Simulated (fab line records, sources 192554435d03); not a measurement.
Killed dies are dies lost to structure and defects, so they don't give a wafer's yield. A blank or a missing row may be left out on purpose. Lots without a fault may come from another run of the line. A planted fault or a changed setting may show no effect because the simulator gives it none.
fab line records | flow n5_finfet
record lots=24 wafers=72 last_day=19
route steps=1938 shown BEOL_M5@1148 BEOL_M6@1195
lots that met no fault: from a run of the same line without faults
start_h: hours from the record's first day to the start of the lot's first wafer shown | wait_h: hours since the lot's step before | " the same as in the row above | L1.1+2: a row that stands for several wafers | - no value, or no start given | * or withheld: withheld | < > ~ a bound
route shown NAME@n: a module of which the file shows steps, and the number in the route of the first | usual: mean/standard deviation of fault-free wafers | same: alike in all rows | chamber/n: place in a boat | sites: the reading at each site | _std_site: their standard deviation | _edge_site: outer sites' mean less inner sites' | radius_mm: how far each site lies from the wafer's centre | mask NAME#n: copy n | behind: the tool/chamber that last shaped the wafer | hold: why the lot was held/for how many hours/how that ended | device: the transistor (n, p or np) that didn't switch | end of line: the same wafers' tests at the end of the route | a step without rows: its recipe alone | killed: dies lost to structure and defects at the first sort, not the wafer's yield | map: a wafer's dies, x killed, . not, _ none there
set.NAME: the setting as run; set.NAME@STEP: as run at that earlier step | model.NAME: the simulator's own value behind a step, which no gauge read
steps of the route over a sample of lots; a table a step, a row a wafer
services: from which hour (start_h, from the record's first day; less than 0 if before it) a tool's chamber was out of use, for how many hours, and why
## steps
# step N5_BEOL_M5_CD_MEAS_28
# recipe target_cd_nm=30.6 landing_energy_ev=500 detector=se_inlens target_cd_y_nm=20 polarity=opening
# usual cd_nm=30.60/0.21
# same landing_energy_ev=500
# columns lot.wafer tool chamber start_h wait_h cd_nm
L075.2 cd_sem-03 0 181.61 - 30.49
L075.3 " 0 " " 30.48
L075.5 " 0 " " 30.48
L074.2 cd_sem-02 0 190.87 - 30.70
L074.3 " 0 " " 30.66
L074.6 " 0 " " 30.52
L076.1 cd_sem-02 0 195.73 - 30.53
L076.4 " 0 " " 30.68
L076.5 " 0 " " 30.58
L077.3 cd_sem-03 0 201.40 - 30.67
L077.5 " 0 " " 30.51
L077.6 " 0 " " 30.48
L078.1 cd_sem-02 0 206.50 - 30.64
L078.2 " 0 " " 30.44
L078.3 " 0 " " 30.78
L079.2 cd_sem-02 0 217.02 - 30.47
L079.4 " 0 " " 30.91
L079.6 " 0 " " 30.75
L082.4 cd_sem-02 0 235.81 - 30.67
L082.5 " 0 " " 30.90
L082.6 " 0 " " 30.49
L081.2 cd_sem-03 0 240.10 - 30.74
L081.3 " 0 " " 30.15
L081.5 " 0 " " 30.30
L080.1 cd_sem-03 0 248.18 - 30.63
L080.2 " 0 " " 30.86
L080.6 " 0 " " 30.98
L084.1 cd_sem-02 0 251.54 - 30.44
L084.4 " 0 " " 30.78
L084.6 " 0 " " 30.76
L083.2 cd_sem-02 0 253.64 - 30.75
L083.3 " 0 " " 30.77
L083.5 " 0 " " 31.03
L085.2 cd_sem-01 0 255.45 - 30.70
L085.3 " 0 " " 30.72
L085.6 " 0 " " 30.55
L086.2 cd_sem-01 0 266.83 - 30.81
L086.3 " 0 " " 30.52
L086.4 " 0 " " 30.50
L088.2 cd_sem-01 0 287.82 - 30.35
L088.5 " 0 " " 30.54
L088.6 " 0 " " 30.40
L087.1 cd_sem-02 0 287.87 - 30.59
L087.2 " 0 " " 30.64
L087.6 " 0 " " 30.81
L091.3 cd_sem-03 0 291.55 - 30.68
L091.4 " 0 " " 30.23
L091.6 " 0 " " 30.49
L089.2 cd_sem-03 0 296.35 - 30.54
L089.4 " 0 " " 30.77
L089.5 " 0 " " 30.45
L092.4 cd_sem-01 0 316.06 - 30.73
L092.5 " 0 " " 30.19
L092.6 " 0 " " 30.66
L090.2 cd_sem-03 0 316.10 - 30.79
L090.3 " 0 " " 30.84
L090.4 " 0 " " 31.00
L093.1 cd_sem-02 0 321.83 - 30.29
L093.2 " 0 " " 30.66
L093.4 " 0 " " 30.37
L095.1 cd_sem-01 0 339.12 - 30.37
L095.4 " 0 " " 30.63
L095.5 " 0 " " 30.29
L094.1 cd_sem-03 0 339.17 - 30.72
L094.2 " 0 " " 30.56
L094.3 " 0 " " 30.47
L097.1 cd_sem-03 0 348.17 - 30.73
L097.5 " 0 " " 30.64
L097.6 " 0 " " 30.76
L096.3 cd_sem-03 0 348.22 - 30.79
L096.5 " 0 " " 30.28
L096.6 " 0 " " 30.56
# step N5_BEOL_M5_ETCH_68
# recipe chemistry=N2/H2 target=SOC target_depth_a=800 overetch_a=160 mask_material=SiARC temp_c=40 time_s=120 ion_energy_ev=200 pressure_mtorr=30 source_w=840 bias_w=150 n2_flow_sccm=200 h2_flow_sccm=200
# usual bias_w=150.0/0.47 drypump_motor_current_A=5.7/0.35 oes_product_au=0.58/0.054 rf_vpp_V=524.3/2.5 showerhead_plenum_p_Torr=2.56/0.082 throttle_valve_pct=18.05/0.22
# columns lot.wafer tool chamber start_h wait_h bias_w drypump_motor_current_A oes_product_au rf_hours_counter_h rf_vpp_V showerhead_plenum_p_Torr throttle_valve_pct
L075.2 rie_diel-01 2 181.81 0.0 149.9 5.5 0.57 167 525.6 2.65 18.18
L075.3 " 0 " " 150.5 5.7 0.55 188 522.8 2.54 18.12
L075.5 " 0 " " 150.2 5.7 0.54 - 523.2 2.54 18.12
L074.2 rie_diel-02 0 191.41 0.0 149.0 5.8 0.66 56 522.8 2.49 17.49
L074.3 " 2 " " 149.2 5.7 0.55 198 523.8 2.52 18.12
L074.6 " 3 " " 150.1 5.0 0.71 - 528.7 2.70 17.79
L076.1 rie_diel-02 3 195.93 0.0 150.2 5.0 0.71 23 528.8 2.70 17.79
L076.4 " 1 " " 150.1 5.6 0.55 190 525.5 2.64 18.10
L076.5 " 0 " " 149.9 5.8 0.65 - 521.7 2.49 17.49
L077.3 rie_diel-03 1 201.60 0.0 150.4 5.9 0.71 6 527.7 2.71 17.93
L077.5 " 2 " " 150.1 5.3 0.57 - 524.2 2.53 18.00
L077.6 " 3 " " 149.7 5.5 0.56 - 523.0 2.51 18.22
L078.1 rie_diel-01 2 207.07 0.0 149.5 5.5 0.56 174 527.4 2.65 18.19
L078.2 " 1 " " 150.9 6.1 0.57 189 523.2 2.53 18.20
L078.3 " 0 " " 149.6 5.7 0.55 194 521.9 2.54 18.14
L079.2 rie_diel-01 2 217.22 0.0 150.2 5.5 0.56 175 527.1 2.64 18.19
L079.4 " 0 " " 150.5 5.7 0.55 196 522.8 2.54 18.14
L079.6 " 3 " " 150.4 6.5 0.56 - 521.2 2.43 18.03
L082.4 rie_diel-01 2 236.28 0.0 151.0 5.5 0.56 179 526.5 2.64 18.18
L082.5 " 3 " " 150.4 6.4 0.55 - 521.0 2.43 18.03
L082.6 " 2 " " 149.7 5.5 0.56 - 525.8 2.64 18.19
L081.2 rie_diel-02 0 240.91 0.0 150.5 5.8 0.64 68 520.3 2.48 17.50
L081.3 " 3 " " 149.2 5.1 0.71 34 528.7 2.70 17.79
L081.5 " 2 " " 150.0 5.7 0.54 - 522.8 2.51 18.16
L080.1 rie_diel-02 0 249.93 0.0 149.7 5.8 0.64 70 522.1 2.48 17.50
L080.2 " 3 " " 150.9 5.0 0.69 35 530.0 2.70 17.83
L080.6 " 0 " " 150.0 5.8 0.63 - 520.8 2.48 17.50
L084.1 rie_diel-02 3 253.69 0.0 149.0 5.0 0.69 37 528.0 2.69 17.82
L084.4 " 0 " " 150.1 5.7 0.64 72 521.0 2.48 17.50
L084.6 " 3 " " 149.7 5.0 0.68 - 528.0 2.69 17.81
L083.2 rie_diel-01 1 255.23 0.0 150.1 6.1 0.55 204 524.0 2.52 18.21
L083.3 " 2 " " 149.3 5.5 0.55 188 526.3 2.64 18.21
L083.5 " 3 " " 150.0 6.4 0.54 - 521.1 2.42 18.05
L085.2 rie_diel-02 0 256.13 0.0 149.6 5.8 0.64 73 521.9 2.48 17.50
L085.3 " 2 " " 150.1 5.7 0.54 214 523.0 2.51 18.15
L085.6 " 1 " " 149.8 5.6 0.55 - 526.7 2.63 18.14
L086.2 rie_diel-03 2 267.03 0.0 150.5 5.3 0.56 167 523.4 2.52 18.04
L086.3 " 0 " " 150.0 5.4 0.56 197 525.3 2.54 18.11
L086.4 " 1 " " 149.5 5.9 0.68 20 527.8 2.70 17.92
L088.2 rie_diel-01 1 288.02 0.0 150.1 6.1 0.55 214 522.0 2.52 18.23
L088.5 " 2 " " 149.8 5.5 0.54 - 527.0 2.63 18.23
L088.6 " 1 " " 149.6 6.0 0.55 - 524.3 2.52 18.22
L087.1 rie_diel-02 1 288.07 0.0 150.2 5.6 0.55 213 526.4 2.63 18.15
L087.2 " 3 " " 150.3 5.1 0.68 45 528.1 2.69 17.84
L087.6 " 3 " " 149.9 5.1 0.68 - 527.9 2.69 17.83
L091.3 rie_diel-02 0 291.77 0.0 149.8 5.8 0.63 80 522.2 2.48 17.52
L091.4 " 1 " " 150.6 5.6 0.55 214 526.0 2.63 18.15
L091.6 " 2 " " 149.4 5.6 0.53 - 522.3 2.51 18.17
L089.2 rie_diel-03 0 296.55 0.0 149.7 5.4 0.55 207 524.1 2.53 18.12
L089.4 " 3 " " 149.8 5.5 0.55 227 523.6 2.50 18.25
L089.5 " 2 " " 149.8 5.3 0.56 - 523.0 2.52 18.05
L092.4 rie_diel-01 2 316.31 0.0 149.0 5.5 0.54 - 525.4 2.63 18.25
L092.5 " 0 " " 150.4 5.8 0.53 - 524.3 2.52 18.19
L092.6 " 1 " " 149.7 6.0 0.54 - 524.4 2.52 18.25
L090.2 rie_diel-01 1 316.66 0.0 150.4 6.1 0.55 225 523.9 2.52 18.24
L090.3 " 0 " " 150.2 5.7 0.53 230 523.3 2.52 18.20
L090.4 " 0 " " 150.0 5.7 0.53 - 523.2 2.52 18.21
L093.1 rie_diel-02 3 322.03 0.0 150.3 5.1 0.67 57 528.2 2.69 17.85
L093.2 " 0 " " 150.0 5.8 0.62 89 522.6 2.48 17.55
L093.4 " 1 " " 150.0 5.6 0.54 223 526.0 2.62 18.18
L095.1 rie_diel-01 2 342.33 0.0 149.4 5.5 0.54 220 526.3 2.62 18.26
L095.4 " 1 " " 149.3 6.0 0.55 - 523.0 2.51 18.24
L095.5 " 2 " " 149.9 5.5 0.54 - 528.5 2.63 18.26
L094.1 rie_diel-02 2 342.78 0.0 149.0 5.7 0.52 242 522.3 2.50 18.21
L094.2 " 0 " " 149.6 5.8 0.61 98 521.6 2.47 17.54
L094.3 " 1 " " 149.9 5.6 0.53 232 524.4 2.62 18.18
L097.1 rie_diel-02 3 348.43 0.0 150.4 5.0 0.65 67 528.2 2.68 17.88
L097.5 " 0 " " 150.6 5.8 0.62 - 522.0 2.47 17.55
L097.6 " 3 " " 150.5 5.1 0.65 - 526.7 2.68 17.86
L096.3 rie_diel-03 3 348.83 0.0 149.5 5.5 0.55 239 523.3 2.50 18.27
L096.5 " 3 " " 150.3 5.5 0.54 - 523.0 2.50 18.29
L096.6 " 0 " " 149.8 5.4 0.54 - 522.9 2.53 18.14
# step N5_BEOL_M5_PRE_CLEAN_45
# recipe gas=H2/He time_s=30 temp_c=250
# usual heater_power_w=327/47
# columns lot.wafer tool chamber start_h wait_h heater_power_w
L075.2 pvd_sputter-02 - 182.97 0.0 363
L075.3 " - " " 332
L075.5 " - " " 376
L074.2 pvd_sputter-01 - 194.18 0.0 349
L074.3 " - " " 357
L074.6 " - " " 361
L076.1 pvd_sputter-03 - 196.84 0.0 308
L076.4 " - " " 388
L076.5 " - " " 378
L077.3 pvd_sputter-01 - 202.94 0.0 351
L077.5 " - " " 350
L077.6 " - " " 365
L078.1 pvd_sputter-03 - 208.21 0.0 336
L078.2 " - " " 296
L078.3 " - " " 297
L079.2 pvd_sputter-01 - 219.78 0.0 344
L079.4 " - " " 361
L079.6 " - " " 349
L082.4 pvd_sputter-01 - 238.18 0.0 355
L082.5 " - " " 344
L082.6 " - " " 227
L081.2 pvd_sputter-03 - 241.96 0.0 380
L081.3 " - " " 288
L081.5 " - " " 299
L080.1 pvd_sputter-03 - 250.82 0.0 331
L080.2 " - " " 294
L080.6 " - " " 337
L084.1 pvd_sputter-03 - 254.72 0.0 335
L084.4 " - " " 375
L084.6 " - " " 296
L083.2 pvd_sputter-01 - 256.53 0.0 332
L083.3 " - " " 355
L083.5 " - " " 340
L085.2 pvd_sputter-01 - 257.19 0.0 360
L085.3 " - " " 353
L085.6 " - " " 362
L086.2 pvd_sputter-03 - 267.93 0.0 338
L086.3 " - " " 383
L086.4 " - " " 293
L088.2 pvd_sputter-03 - 288.93 0.0 347
L088.5 " - " " 342
L088.6 " - " " 296
L087.1 pvd_sputter-03 - 289.05 0.0 381
L087.2 " - " " 332
L087.6 " - " " 336
L091.3 pvd_sputter-03 - 294.06 0.0 351
L091.4 " - " " 386
L091.6 " - " " 374
L089.2 pvd_sputter-03 - 297.98 0.0 293
L089.4 " - " " 328
L089.5 " - " " 297
L092.4 pvd_sputter-02 - 317.35 0.0 416
L092.5 " - " " 410
L092.6 " - " " 336
L090.2 pvd_sputter-01 - 317.64 0.0 372
L090.3 " - " " 351
L090.4 " - " " 336
L093.1 pvd_sputter-01 - 322.94 0.0 340
L093.2 " - " " 368
L093.4 " - " " 345
L095.1 pvd_sputter-03 - 343.38 0.0 295
L095.4 " - " " 297
L095.5 " - " " 342
L094.1 pvd_sputter-01 - 343.72 0.0 349
L094.2 " - " " 342
L094.3 " - " " 227
L097.1 pvd_sputter-02 - 350.04 0.0 338
L097.5 " - " " 324
L097.6 " - " " 371
L096.3 pvd_sputter-01 - 350.08 0.0 217
L096.5 " - " " 221
L096.6 " - " " 346
# step N5_BEOL_M5_ALD_86
# recipe material=TaN target_thk_a=* temp_c=275 ald_precursor_family=PDMAT ald_co_reactant=NH3 pressure_torr=3 carrier_flow_sccm=1500 pulse_time_s=2 purge_time_s=3 co_reactant_purge_time_s=2 co_reactant_pulse_time_s=3 ald_cycles=30 precursor_vessel_temp_c=75 precursor_vessel_pressure_torr=26.25 precursor_vessel_carrier_sccm=1000
# usual heater_power_w=411/37
# same pulse_time_s=2
# columns lot.wafer tool chamber start_h wait_h heater_power_w
L075.2 ald_metal-03 0 183.03 0.0 390
L075.3 " 2 " " 374
L075.5 " 2 " " 369
L074.2 ald_metal-01 3 194.24 0.0 419
L074.3 " 2 " " 509
L074.6 " 3 " " 427
L076.1 ald_metal-03 0 196.92 0.1 396
L076.4 " 1 " " 426
L076.5 " 2 " " 375
L077.3 ald_metal-03 2 203.00 0.0 373
L077.5 " 2 " " 370
L077.6 " 3 " " 438
L078.1 ald_metal-04 2 208.50 0.3 410
L078.2 " 0 " " 387
L078.3 " 3 " " 444
L079.2 ald_metal-01 1 220.07 0.3 366
L079.4 " 3 " " 424
L079.6 " 1 " " 353
L082.4 ald_metal-04 0 238.24 0.0 390
L082.5 " 1 " " 373
L082.6 " 0 " " 401
L081.2 ald_metal-03 1 242.02 0.0 418
L081.3 " 2 " " 375
L081.5 " 1 " " 425
L080.1 ald_metal-03 3 250.89 0.0 421
L080.2 " 1 " " 406
L080.6 " 0 " " 397
L084.1 ald_metal-03 3 254.79 0.0 426
L084.4 " 0 " " 404
L084.6 " 1 " " 418
L083.2 ald_metal-03 0 256.59 0.0 394
L083.3 " 2 " " 357
L083.5 " 0 " " 406
L085.2 ald_metal-01 0 257.48 0.3 428
L085.3 " 2 " " 501
L085.6 " 0 " " 432
L086.2 ald_metal-01 3 267.99 0.0 419
L086.3 " 2 " " 516
L086.4 " 1 " " 362
L088.2 ald_metal-04 1 288.99 0.0 380
L088.5 " 1 " " 381
L088.6 " 0 " " 410
L087.1 ald_metal-04 2 289.20 0.1 417
L087.2 " 1 " " 369
L087.6 " 0 " " 398
L091.3 ald_metal-03 2 294.16 0.1 380
L091.4 " 0 " " 394
L091.6 " 2 " " 366
L089.2 ald_metal-04 0 298.04 0.0 398
L089.4 " 1 " " 366
L089.5 " 0 " " 412
L092.4 ald_metal-04 2 317.41 0.0 414
L092.5 " 2 " " 401
L092.6 " 3 " " 446
L090.2 ald_metal-01 2 317.70 0.0 516
L090.3 " 0 " " 437
L090.4 " 3 " " 422
L093.1 ald_metal-04 1 323.01 0.1 375
L093.2 " 0 " " 401
L093.4 " 3 " " 443
L095.1 ald_metal-01 0 343.62 0.2 419
L095.4 " 2 " " 518
L095.5 " 0 " " 429
L094.1 ald_metal-01 0 343.82 0.1 434
L094.2 " 3 " " 423
L094.3 " 1 " " 352
L097.1 ald_metal-01 1 350.26 0.2 359
L097.5 " 0 " " 425
L097.6 " 3 " " 417
L096.3 ald_metal-01 1 350.47 0.4 365
L096.5 " 2 " " 512
L096.6 " 1 " " 357
# step N5_BEOL_M5_SPUTTER_81
# recipe material=Cu target_thk_a=150 temp_c=-20 chamber_pressure_pa=0.07 power_w=withheld time_s=27.62
# usual throttle_valve_pct=30.8/0.96
# columns lot.wafer tool chamber start_h wait_h throttle_valve_pct
L075.2 pvd_sputter-01 - 184.58 0.5 30.8
L075.3 " - " " 30.9
L075.5 " - " " 32.0
L074.2 pvd_sputter-01 - 195.88 0.5 29.5
L074.3 " - " " 32.3
L074.6 " - " " 32.3
L076.1 pvd_sputter-02 - 198.78 0.5 30.0
L076.4 " - " " 32.3
L076.5 " - " " 30.0
L077.3 pvd_sputter-02 - 204.55 0.5 32.1
L077.5 " - " " 30.2
L077.6 " - " " 31.6
L078.1 pvd_sputter-01 - 211.59 0.5 31.1
L078.2 " - " " 30.7
L078.3 " - " " 32.1
L079.2 pvd_sputter-01 - 221.92 0.5 29.7
L079.4 " - " " 32.4
L079.6 " - " " 31.1
L082.4 pvd_sputter-01 - 239.77 0.5 31.1
L082.5 " - " " 29.5
L082.6 " - " " 32.1
L081.2 pvd_sputter-01 - 244.23 0.5 29.6
L081.3 " - " " 32.3
L081.5 " - " " 30.5
L080.1 pvd_sputter-01 - 252.41 0.5 29.8
L080.2 " - " " 30.6
L080.6 " - " " 31.0
L084.1 pvd_sputter-02 - 256.49 0.5 32.2
L084.4 " - " " 31.5
L084.6 " - " " 32.3
L083.2 pvd_sputter-01 - 258.40 0.5 29.5
L083.3 " - " " 30.5
L083.5 " - " " 31.0
L085.2 pvd_sputter-01 - 262.83 0.5 31.0
L085.3 " - " " 31.9
L085.6 " - " " 30.9
L086.2 pvd_sputter-02 - 269.59 0.5 30.5
L086.3 " - " " 31.7
L086.4 " - " " 30.1
L088.2 pvd_sputter-03 - 290.60 0.5 28.7
L088.5 " - " " 30.9
L088.6 " - " " 31.4
L087.1 pvd_sputter-01 - 291.75 0.5 31.9
L087.2 " - " " 30.9
L087.6 " - " " 30.9
L091.3 pvd_sputter-02 - 295.94 0.5 30.0
L091.4 " - " " 30.5
L091.6 " - " " 30.1
L089.2 pvd_sputter-03 - 299.65 0.5 30.8
L089.4 " - " " 28.6
L089.5 " - " " 30.7
L092.4 pvd_sputter-02 - 319.18 0.5 30.3
L092.5 " - " " 32.4
L092.6 " - " " 30.2
L090.2 pvd_sputter-03 - 319.80 0.5 30.8
L090.3 " - " " 31.6
L090.4 " - " " 30.3
L093.1 pvd_sputter-01 - 324.58 0.5 32.1
L093.2 " - " " 30.4
L093.4 " - " " 32.1
L095.1 pvd_sputter-03 - 345.39 0.5 28.8
L095.4 " - " " 30.9
L095.5 " - " " 29.1
L094.1 pvd_sputter-02 - 345.53 0.5 29.9
L094.2 " - " " 30.3
L094.3 " - " " 31.8
L096.3 pvd_sputter-02 - 352.20 0.5 30.4
L096.5 " - " " 31.2
L096.6 " - " " 30.1
L097.1 pvd_sputter-01 - 352.34 0.5 32.2
L097.5 " - " " 32.1
L097.6 " - " " 29.6
# step N5_BEOL_M6_CURE_74
# recipe temp_c=385 time_s=240 ambient=He/Ar material=SiCOH_lowk
# usual lamp_power_pct=52.31/0.048 wafer_temp_C_max=386.9/0.5
# columns lot.wafer tool chamber start_h wait_h lamp_power_pct wafer_temp_C_max
L075.2 uv_cure-02 2 192.63 0.1 52.30 386.1
L075.3 " 2 " " 52.34 386.6
L075.5 " 2 " " 52.31 385.8
L074.2 uv_cure-02 1 201.14 0.1 52.32 386.6
L074.3 " 1 " " 52.34 387.1
L074.6 " 1 " " 52.25 387.4
L076.1 uv_cure-01 1 203.39 0.1 52.36 386.5
L076.4 " 1 " " 52.34 386.7
L076.5 " 1 " " 52.33 387.5
L077.3 uv_cure-02 2 209.15 0.2 52.31 386.8
L077.5 " 2 " " 52.36 386.4
L077.6 " 2 " " 52.35 386.3
L078.1 uv_cure-03 2 218.40 0.1 52.35 386.3
L078.2 " 2 " " 52.37 386.8
L078.3 " 2 " " 52.45 386.2
L079.2 uv_cure-01 0 228.36 0.2 52.33 387.6
L079.4 " 0 " " 52.41 387.5
L079.6 " 0 " " 52.30 386.8
L082.4 uv_cure-01 1 248.41 0.3 52.26 386.7
L082.5 " 1 " " 52.28 386.6
L082.6 " 1 " " 52.34 386.9
L081.2 uv_cure-03 1 250.52 0.1 52.27 387.3
L081.3 " 1 " " 52.22 387.3
L081.5 " 1 " " 52.30 388.2
L080.1 uv_cure-02 1 257.62 0.1 52.34 386.9
L080.2 " 1 " " 52.23 388.3
L080.6 " 1 " " 52.33 386.5
L084.1 uv_cure-01 0 260.94 0.0 52.23 387.2
L084.4 " 0 " " 52.28 387.4
L084.6 " 0 " " 52.29 387.2
L083.2 uv_cure-03 0 262.93 0.1 52.34 387.0
L083.3 " 0 " " 52.30 386.4
L083.5 " 0 " " 52.29 386.8
L085.2 uv_cure-02 2 267.67 0.1 52.31 386.6
L085.3 " 2 " " 52.29 387.1
L085.6 " 2 " " 52.28 386.2
L086.2 uv_cure-03 0 274.48 0.1 52.36 386.5
L086.3 " 0 " " 52.27 386.3
L086.4 " 0 " " 52.27 385.9
L088.2 uv_cure-01 2 295.41 0.1 52.29 387.4
L088.5 " 2 " " 52.34 386.7
L088.6 " 2 " " 52.30 387.0
L087.1 uv_cure-01 2 296.20 0.0 52.31 387.3
L087.2 " 2 " " 52.27 387.1
L087.6 " 2 " " 52.32 387.1
L091.3 uv_cure-02 0 300.55 0.2 52.33 387.2
L091.4 " 0 " " 52.32 387.0
L091.6 " 0 " " 52.27 387.0
L089.2 uv_cure-02 2 304.42 0.1 52.30 386.3
L089.4 " 2 " " 52.27 386.7
L089.5 " 2 " " 52.27 386.1
L092.4 uv_cure-03 1 323.86 0.3 52.31 387.0
L092.5 " 1 " " 52.34 387.3
L092.6 " 1 " " 52.29 387.1
L090.2 uv_cure-02 0 324.47 0.1 52.23 386.8
L090.3 " 0 " " 52.30 386.8
L090.4 " 0 " " 52.34 387.0
L093.1 uv_cure-03 2 329.17 0.0 52.35 386.5
L093.2 " 2 " " 52.33 386.5
L093.4 " 2 " " 52.30 386.9
L095.1 uv_cure-03 1 349.83 0.0 52.34 387.0
L095.4 " 1 " " 52.32 387.6
L095.5 " 1 " " 52.17 386.8
L094.1 uv_cure-01 0 349.99 0.0 52.22 387.2
L094.2 " 0 " " 52.39 387.1
L094.3 " 0 " " 52.34 387.9
L097.1 uv_cure-03 0 356.80 0.1 52.30 386.6
L097.5 " 0 " " 52.29 386.3
L097.6 " 0 " " 52.33 386.7
L096.3 uv_cure-01 0 356.96 0.4 52.27 387.8
L096.5 " 0 " " 52.36 387.1
L096.6 " 0 " " 52.27 388.0
## services
# columns tool chamber start_h hours kind
uv_cure-01 - 167.89 0.4 repair
uv_cure-01 - 168.33 1.0 pm
pvd_sputter-03 - 168.35 2.5 repair
uv_cure-03 - 178.61 2.8 pm
uv_cure-01 - 185.30 0.5 repair
uv_cure-03 - 187.17 7.1 pm
ald_metal-04 - 188.72 1.3 repair
ald_metal-01 2 209.68 14.3 repair
uv_cure-03 - 224.02 0.2 repair
uv_cure-01 - 224.39 3.7 repair
ald_metal-03 1 233.92 3.8 repair
rie_diel-03 - 238.74 15.6 pm
rie_diel-02 - 241.28 5.4 repair
uv_cure-03 - 254.35 7.5 pm
pvd_sputter-03 - 256.81 10.5 repair
rie_diel-03 0 260.05 1.3 repair
ald_metal-03 1 267.26 1.5 repair
uv_cure-02 - 274.02 7.5 pm
ald_metal-04 - 277.25 0.8 repair
uv_cure-01 - 298.48 0.3 repair
rie_diel-03 - 329.81 14.6 pm
rie_diel-01 - 333.19 2.8 pm
ald_metal-04 - 337.25 14.0 pm
ald_metal-03 - 343.44 8.7 pm
## key
fault none
